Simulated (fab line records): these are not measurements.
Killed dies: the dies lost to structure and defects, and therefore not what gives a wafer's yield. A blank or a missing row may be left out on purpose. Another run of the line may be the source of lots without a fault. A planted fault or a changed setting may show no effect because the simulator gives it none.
The tool behind it: which one?    flow n5_finfet    10 lots, 30 wafers sampled, at 5 steps of a route of 1938

WHAT THE GAUGES SHOWED, per wafer
N5_BEOL_M4_RC_MEAS_101. Usual: DIBL_N 35.8 mV/V, standard deviation 1.6; DIBL_P 36.0 mV/V, standard deviation 2.1; IOFF_N 0.153 nA/um, standard deviation 0.026; IOFF_P 0.21 nA/um, standard deviation 0.037; ION_N 673 uA/um, standard deviation 11; ION_P 462 uA/um, standard deviation 7.6; SS_N 71.4 mV/dec, standard deviation 0.53; SS_P 73.2 mV/dec, standard deviation 0.67; VT_N 250 mV, standard deviation 3.2; VT_P -250 mV, standard deviation 3.7.
lot   measured      on         DIBL_N (mV/V)   DIBL_P (mV/V)   IOFF_N (nA/um)     IOFF_P (nA/um)  ION_N (uA/um)  ION_P (uA/um)  SS_N (mV/dec)   SS_P (mV/dec)   VT_N (mV)    VT_P (mV)       flag
L179  day 8 01:25   prober-02  37.3 33.5 37.9  39.2 33.7 38.8  0.188 0.117 0.207  0.26 0.17 0.27  684 662 700    476 463 476    70.9 71.1 71.1  74.0 72.5 74.2  245 256 243  -248 -251 -245  
L180  day 8 09:25   prober-02  35.3 37.4 35.5  36.1 37.9 35.7  0.139 0.165 0.137  0.18 0.20 0.18  670 675 673    453 460 456    71.1 71.7 71.6  73.2 73.4 72.4  252 250 253  -255 -250 -252  
L183  day 9 06:08   prober-01  37.5 37.4 36.8  36.1 36.3 35.5  0.193 0.183 0.180  0.24 0.25 0.24  691 685 697    468 471 476    71.4 70.9 70.6  73.7 73.9 72.9  245 246 245  -246 -243 -243  
L184  day 9 06:33   prober-02  34.5 33.6 33.7  35.5 34.5 34.1  0.142 0.126 0.124  0.20 0.17 0.17  675 665 670    468 452 447    71.3 71.1 71.2  72.8 72.9 72.5  251 250 252  -250 -254 -252  
L185  day 9 15:37   prober-02  37.0 35.2 35.6  38.7 35.6 36.5  0.192 0.153 0.159  0.25 0.20 0.21  690 680 670    467 464 463    71.4 71.2 71.8  73.6 73.2 72.8  248 250 252  -247 -253 -250  
L187  day 9 19:12   prober-02  33.3 36.3 35.0  32.7 35.2 33.4  0.107 0.143 0.119  0.16 0.18 0.17  663 666 652    457 453 448    71.0 71.6 71.0  72.5 73.1 73.6  257 254 255  -256 -251 -253  
L188  day 10 08:57  prober-01  35.2 35.3 36.4  35.2 35.7 37.6  0.136 0.153 0.168  0.18 0.20 0.22  671 688 688    462 468 469    71.4 70.8 71.9  73.4 72.8 72.6  250 249 246  -252 -249 -248  
L193  day 11 09:40  prober-02  38.2 36.9 35.5  38.4 36.4 36.7  0.195 0.161 0.151  0.25 0.22 0.23  687 676 679    470 463 468    71.4 71.7 71.4  74.1 73.1 73.3  247 248 249  -247 -247 -247  
L194  day 12 04:37  prober-01  35.8 36.1 36.9  36.5 37.6 37.6  0.149 0.159 0.176  0.22 0.25 0.23  669 666 691    465 470 473    71.6 71.6 72.4  73.4 73.5 73.8  252 251 251  -251 -246 -249  
L195  day 12 05:17  prober-02  35.6 37.7 36.3  34.1 36.3 34.5  0.139 0.164 0.134  0.19 0.22 0.19  669 667 669    461 461 459    71.6 71.1 71.4  73.0 73.8 73.2  252 252 251  -252 -251 -249  

WHICH TOOL RAN EACH LOT (tool, then ch and the chambers of the sampled wafers, then the start)
lot   N5_BEOL_M1_SPUTTER_94         N5_BEOL_M1_ANNEAL_95          N5_BEOL_M1_SPUTTER_96         N5_BEOL_M1_CMP_52
L179  pvd_sputter-01, day 6 10:37   pvd_sputter-01, day 6 10:41   pvd_sputter-01, day 6 10:50   cmp-02 ch 0,1,3, day 6 11:19
L180  pvd_sputter-01, day 6 20:53   pvd_sputter-01, day 6 20:58   pvd_sputter-01, day 6 21:07   cmp-04 ch 0,3, day 6 21:36
L183  pvd_sputter-02, day 7 14:32   pvd_sputter-02, day 7 14:37   pvd_sputter-02, day 7 14:45   cmp-04 ch 0,1,2, day 7 15:19
L184  pvd_sputter-01, day 7 19:21   pvd_sputter-01, day 7 19:26   pvd_sputter-01, day 7 19:34   cmp-04 ch 0,3, day 7 20:07
L185  pvd_sputter-01, day 8 03:24   pvd_sputter-01, day 8 03:29   pvd_sputter-01, day 8 03:37   cmp-04 ch 0,1,2, day 8 04:23
L187  pvd_sputter-02, day 8 13:12   pvd_sputter-02, day 8 13:17   pvd_sputter-02, day 8 13:25   cmp-02 ch 1,2, day 8 13:55
L188  pvd_sputter-01, day 8 17:13   pvd_sputter-01, day 8 17:17   pvd_sputter-01, day 8 17:26   cmp-02 ch 0,2, day 8 17:58
L193  pvd_sputter-01, day 9 21:55   pvd_sputter-01, day 9 22:00   pvd_sputter-01, day 9 22:08   cmp-04 ch 1,2,3, day 9 22:49
L194  pvd_sputter-01, day 10 12:37  pvd_sputter-01, day 10 12:42  pvd_sputter-01, day 10 12:50  cmp-01 ch 0,2,3, day 10 13:20
L195  pvd_sputter-03, day 10 12:50  pvd_sputter-03, day 10 12:55  pvd_sputter-03, day 10 13:03  cmp-02 ch 0,1,2, day 10 13:46
- N5_BEOL_M1_SPUTTER_94: material Cu, target thk 4.5 nm, time 8.29 s.
- N5_BEOL_M1_ANNEAL_95: time 240 s.
- N5_BEOL_M1_SPUTTER_96: material Cu, target thk 4.5 nm, time 8.29 s.
- N5_BEOL_M1_CMP_52: polishes, stops on SiOC, t overpolish 6.8 s, target thk 40 nm.

WHAT THE TOOLS THEMSELVES READ (means of the sampled wafers that have a number; where no wafer has one, the mark that the record gives instead)
N5_BEOL_M1_SPUTTER_94. Usual: chamber_pressure_pa 0.07 Pa, standard deviation 0.00013; chuck_gas_flow_sccm 1.25 sccm, standard deviation 0.056; substrate_temp_c -20.00 C, standard deviation 0.11; throttle_valve_pct 30.1 %, standard deviation 1.2.
lot   tool            chamber_pressure_pa (Pa)  chuck_gas_flow_sccm (sccm)  substrate_temp_c (C)  throttle_valve_pct (%)  flag
L179  pvd_sputter-01  0.07                      1.26                        -20.03                29.1                    
L180  pvd_sputter-01  0.07                      1.24                        -19.94                29.6                    
L183  pvd_sputter-02  0.07                      1.21                        -20.11                31.0                    
L184  pvd_sputter-01  0.07                      1.24                        -19.90                30.4                    
L185  pvd_sputter-01  0.07                      1.26                        -20.02                29.6                    
L187  pvd_sputter-02  0.07                      1.29                        -19.98                30.7                    
L188  pvd_sputter-01  0.07                      1.25                        -19.96                30.3                    
L193  pvd_sputter-01  0.07                      1.25                        -19.98                29.1                    
L194  pvd_sputter-01  0.07                      1.23                        -19.99                30.1                    
L195  pvd_sputter-03  0.07                      1.26                        -20.07                29.2                    

N5_BEOL_M1_ANNEAL_95. Usual: heater_power_w reads 850 W (standard deviation 73).
lot   tool            heater_power_w (W)  flag
L179  pvd_sputter-01  869                 
L180  pvd_sputter-01  881                 
L183  pvd_sputter-02  888                 
L184  pvd_sputter-01  828                 
L185  pvd_sputter-01  894                 
L187  pvd_sputter-02  852                 
L188  pvd_sputter-01  833                 
L193  pvd_sputter-01  870                 
L194  pvd_sputter-01  824                 
L195  pvd_sputter-03  818                 

N5_BEOL_M1_SPUTTER_96. Usual: chamber_pressure_pa 0.07001 Pa, standard deviation 0.00014; chuck_gas_flow_sccm 1.26 sccm, standard deviation 0.053; substrate_temp_c -20.01 C, standard deviation 0.1; throttle_valve_pct 30.1 %, standard deviation 1.2.
lot   tool            chamber_pressure_pa (Pa)  chuck_gas_flow_sccm (sccm)  substrate_temp_c (C)  throttle_valve_pct (%)  flag
L179  pvd_sputter-01  0.07006                   1.27                        -19.99                29.2                    
L180  pvd_sputter-01  0.06980                   1.25                        -19.97                29.6                    
L183  pvd_sputter-02  0.07011                   1.25                        -20.02                31.0                    
L184  pvd_sputter-01  0.06997                   1.25                        -19.99                30.3                    
L185  pvd_sputter-01  0.07003                   1.20                        -20.07                29.5                    
L187  pvd_sputter-02  0.06983                   1.23                        -20.05                30.9                    
L188  pvd_sputter-01  0.06995                   1.24                        -20.09                30.3                    
L193  pvd_sputter-01  0.06999                   1.23                        -20.01                29.2                    
L194  pvd_sputter-01  -                         -                           -                     -                       OFF
L195  pvd_sputter-03  -                         -                           -                     -                       OFF

N5_BEOL_M1_CMP_52. Usual: motor_current_A reads 6.0 A (standard deviation 0.66).
lot   tool    motor_current_A (A)  flag
L179  cmp-02  5.9                  
L180  cmp-04  5.8                  
L183  cmp-04  5.4                  
L184  cmp-04  5.7                  
L185  cmp-04  5.4                  
L187  cmp-02  5.9                  
L188  cmp-02  6.1                  
L193  cmp-04  5.5                  
L194  cmp-01  6.5                  
L195  cmp-02  5.9                  

THE ANSWER, worked out from the rows above alone
Rule: take the mean of a lot's wafers that have a number; if it is more than 3 standard deviations from the usual mean, the lot is off. Also off: a lot with no number at a reading for which 4 or more lots have one. The other lots that the step has rows for count as sound. First the gauges in route order, then the tools' own readings, where a lot's mean is used as printed above. At the first step where some lot is off, the reading lying furthest off is the one used; lots without a number count as furthest.
Off: L194, L195 (N5_BEOL_M1_SPUTTER_96, chamber_pressure_pa). Without a number there: L194, L195.
A tool fits if, at that step or a process step before it, it ran every lot that is off, and no sound lot after the first of them. No candidate that was tried fits.

WHAT THE SIMULATOR HAD PUT IN
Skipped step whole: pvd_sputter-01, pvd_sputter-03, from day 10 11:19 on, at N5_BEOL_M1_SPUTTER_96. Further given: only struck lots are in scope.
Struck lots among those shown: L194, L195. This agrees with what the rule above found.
